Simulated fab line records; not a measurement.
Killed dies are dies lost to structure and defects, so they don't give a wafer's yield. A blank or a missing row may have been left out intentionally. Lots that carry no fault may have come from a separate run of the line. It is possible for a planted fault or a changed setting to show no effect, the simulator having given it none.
Split-lot experiment || flow n5 finfet || 7 lots, 21 wafers read, on a route of 1938 steps

## THE SPLIT ITSELF
At N5_BEOL_M8_ILD_DEP_00 (deposits SiCOH lowk from DEMS/porogen, target thk 179.75 nm, time 33.4 s), the setting time s was moved away from the recipe's 33.4 s on 10 of the 21 wafers read, by -12.9% to +9.3%. For the rest of the wafers, this setting stayed at what the recipe calls for.

## FROM THE SPLIT TO THE READING: what the file shows between them, 1 step
- N5_BEOL_M8_CURE_74: cures SiCOH lowk, time 240 s

## THE READING
M8_ILD_THK in nanometres, read at N5_BEOL_M8_THK_MEAS_01. On this fab line, fault-free wafers typically give 154.9 nm with a standard deviation of 2 nm.

{"wafer": "L075.1", "tool, chamber at the split": "pecvd-03, 1", "time s as run, s": 36.5, "against the recipe": "+9.3%", "M8_ILD_THK, nm": 167.3, "against lot-mates on the recipe": "+11.8"}
{"wafer": "L075.3", "tool, chamber at the split": "pecvd-03, 0", "time s as run, s": 36.5, "against the recipe": "+9.3%", "M8_ILD_THK, nm": 166.5, "against lot-mates on the recipe": "+11.0"}
{"wafer": "L075.6", "tool, chamber at the split": "pecvd-03, 0", "time s as run, s": 33.4, "against the recipe": "recipe", "M8_ILD_THK, nm": 155.5, "against lot-mates on the recipe": "-"}
{"wafer": "L076.2", "tool, chamber at the split": "pecvd-01, 0", "time s as run, s": 32.01, "against the recipe": "-4.2%", "M8_ILD_THK, nm": 148.6, "against lot-mates on the recipe": -6.3}
{"wafer": "L076.3", "tool, chamber at the split": "pecvd-01, 2", "time s as run, s": 32.01, "against the recipe": "-4.2%", "M8_ILD_THK, nm": 146.6, "against lot-mates on the recipe": -8.3}
{"wafer": "L076.6", "tool, chamber at the split": "pecvd-01, 2", "time s as run, s": 33.4, "against the recipe": "recipe", "M8_ILD_THK, nm": 154.9, "against lot-mates on the recipe": "-"}
{"wafer": "L079.2", "tool, chamber at the split": "pecvd-01, 2", "time s as run, s": 33.4, "against the recipe": "recipe", "M8_ILD_THK, nm": 152.4, "against lot-mates on the recipe": "-"}
{"wafer": "L079.3", "tool, chamber at the split": "pecvd-01, 1", "time s as run, s": 33.4, "against the recipe": "recipe", "M8_ILD_THK, nm": 157.8, "against lot-mates on the recipe": "-"}
{"wafer": "L079.4", "tool, chamber at the split": "pecvd-01, 2", "time s as run, s": 33.4, "against the recipe": "recipe", "M8_ILD_THK, nm": 156.1, "against lot-mates on the recipe": "-"}
{"wafer": "L083.1", "tool, chamber at the split": "pecvd-03, 1", "time s as run, s": 33.4, "against the recipe": "recipe", "M8_ILD_THK, nm": 154.0, "against lot-mates on the recipe": "-"}
{"wafer": "L083.3", "tool, chamber at the split": "pecvd-03, 1", "time s as run, s": 35.98, "against the recipe": "+7.7%", "M8_ILD_THK, nm": 166.2, "against lot-mates on the recipe": "+12.2"}
{"wafer": "L083.5", "tool, chamber at the split": "pecvd-03, 1", "time s as run, s": 35.98, "against the recipe": "+7.7%", "M8_ILD_THK, nm": 166.9, "against lot-mates on the recipe": "+12.9"}
{"wafer": "L091.3", "tool, chamber at the split": "pecvd-01, 2", "time s as run, s": 29.1, "against the recipe": "-12.9%", "M8_ILD_THK, nm": 135.5, "against lot-mates on the recipe": -21.7}
{"wafer": "L091.4", "tool, chamber at the split": "pecvd-01, 1", "time s as run, s": 29.1, "against the recipe": "-12.9%", "M8_ILD_THK, nm": 135.7, "against lot-mates on the recipe": -21.5}
{"wafer": "L091.5", "tool, chamber at the split": "pecvd-01, 2", "time s as run, s": 33.4, "against the recipe": "recipe", "M8_ILD_THK, nm": 157.2, "against lot-mates on the recipe": "-"}
{"wafer": "L092.4", "tool, chamber at the split": "pecvd-04, 2", "time s as run, s": 33.4, "against the recipe": "recipe", "M8_ILD_THK, nm": 155.8, "against lot-mates on the recipe": "-"}
{"wafer": "L092.5", "tool, chamber at the split": "pecvd-04, 0", "time s as run, s": 33.4, "against the recipe": "recipe", "M8_ILD_THK, nm": 153.4, "against lot-mates on the recipe": "-"}
{"wafer": "L092.6", "tool, chamber at the split": "pecvd-04, 2", "time s as run, s": 33.4, "against the recipe": "recipe", "M8_ILD_THK, nm": 155.5, "against lot-mates on the recipe": "-"}
{"wafer": "L094.2", "tool, chamber at the split": "pecvd-03, 0", "time s as run, s": 36.03, "against the recipe": "+7.9%", "M8_ILD_THK, nm": 164.1, "against lot-mates on the recipe": "+9.0"}
{"wafer": "L094.3", "tool, chamber at the split": "pecvd-03, 2", "time s as run, s": 36.03, "against the recipe": "+7.9%", "M8_ILD_THK, nm": 168.7, "against lot-mates on the recipe": "+13.6"}
{"wafer": "L094.4", "tool, chamber at the split": "pecvd-03, 0", "time s as run, s": 33.4, "against the recipe": "recipe", "M8_ILD_THK, nm": 155.1, "against lot-mates on the recipe": "-"}

FIT RESULTS
A straight line over all 21 wafers: M8_ILD_THK changes by +1.46 nm for each +1% of time s; r = +0.99; the points scatter about the line by 1.6 nm.
The same after taking each lot's own level away (the mean of its wafers on the recipe; 21 wafers): +1.55 nm for each +1%; r = +0.99; scatter 1.7 nm.
The reading moves by 20 nm for the largest change in time s, on that fit.
The span of the lots' own levels, 154.00 to 157.20 nm, comes to 1.6 times the standard deviation stated above.
The two slopes agree, so the slope changes little with the lot-to-lot level.
Check: with one of the wafers moved furthest among these (-12.9%) left out of the fit, the line predicts -20 nm for it against its lot-mates. Against them it came out at -21.7 nm.

## THESE WAFERS: OTHER SPLITS
Before the reading, these wafers also passed through other splits. Each is held against what the fit with the lots' levels taken away leaves over:
{"other split on the same wafers": "N5_BEOL_M5_HM_DEP_02 target thk a", "wafers away from the commonest value": 7, "r with M8_ILD_THK (lot level and that fit taken away)": "+0.07"}
{"other split on the same wafers": "N5_BEOL_M6_COAT_22 spin rpm", "wafers away from the commonest value": 9, "r with M8_ILD_THK (lot level and that fit taken away)": "+0.35"}
{"other split on the same wafers": "N5_BEOL_M7_HM_DEP_02 target thk a", "wafers away from the commonest value": 4, "r with M8_ILD_THK (lot level and that fit taken away)": -0.02}
{"other split on the same wafers": "N5_BEOL_M7_COAT_60 spin rpm", "wafers away from the commonest value": 8, "r with M8_ILD_THK (lot level and that fit taken away)": -0.30}

## THE WHOLE CHAIN: every reading that the file lists as answering this split, in the file's order
{"step": "N5_BEOL_M8_ILD_DEP_00", "what it does": "deposits SiCOH lowk from DEMS/porogen, target thk 179.75 nm, time 33.4 s", "reading": "SiCOH_lowk_of_BEOL_M8_ILD_DEP_00.thk nm (the simulator's own value, which no gauge read)", "change (the file's fit)": "+1.77 nm for each +1% of the setting", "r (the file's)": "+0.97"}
{"step": "N5_BEOL_M8_CURE_74", "what it does": "cures SiCOH lowk, time 240 s", "reading": "SiCOH_lowk_of_BEOL_M8_ILD_DEP_00.thk nm (the simulator's own value, which no gauge read)", "change (the file's fit)": "+1.53 nm for each +1% of the setting", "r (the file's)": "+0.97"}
{"step": "N5_BEOL_M8_THK_MEAS_01", "what it does": "", "reading": "M8_ILD_THK", "change (the file's fit)": "+1.54 for each +1% of the setting", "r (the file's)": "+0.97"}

## FILE'S OWN FIT
M8_ILD_THK changes by +1.54 nm for each +1% of time s, r = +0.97.
